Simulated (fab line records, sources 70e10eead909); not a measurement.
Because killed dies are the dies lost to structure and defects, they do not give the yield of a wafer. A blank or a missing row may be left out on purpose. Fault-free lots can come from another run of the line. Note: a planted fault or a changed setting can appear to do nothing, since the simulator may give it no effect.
Chamber matching    flow nand harc    NHARC_P_M0_PRE_CLEAN_31 on pecvd-03 has 3 sister chambers
The step time 12 s. 3 wafers are shown with their chamber, then 7 later ones without.

== WAFERS PAIRED WITH THEIR CHAMBERS ==
wafer   chamber  heater power w (W)
L091.2  0        678
L092.1  1        518
L092.5  2        671

== WAFERS WITH NO CHAMBER GIVEN ==
wafer   heater power w (W)
L092.6  511
L093.1  743
L093.2  677
L093.5  673
L094.1  723
L094.2  489
L094.5  735

== CHAMBER TAKEN BY EACH ==
wafer   from the rows above      in truth
L092.6  1                        1
L093.1  can't be placed: 0 or 2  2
L093.2  can't be placed: 0 or 2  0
L093.5  can't be placed: 2 or 0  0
L094.1  can't be placed: 0 or 2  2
L094.2  1                        1
L094.5  can't be placed: 0 or 2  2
Placed correctly: 2 of 7. Cannot be placed on the basis of these rows: 5; the candidates contain the true chamber in 5. 0 placed wrongly.
How it was worked out, from the rows above alone: a wafer's distance from a chamber is the root of the sum, over the readings, of the square of ((its reading less the chamber's mean) divided by the reading's scatter). If the next closest chamber is less than 2 further off than the closest, the wafer can't be placed; otherwise it belongs to the closest. Each chamber's mean is taken over the wafers shown for it. The scatter: with one shown wafer a chamber, the root of the mean of the squares of how far each hidden wafer lies from its nearest shown one.
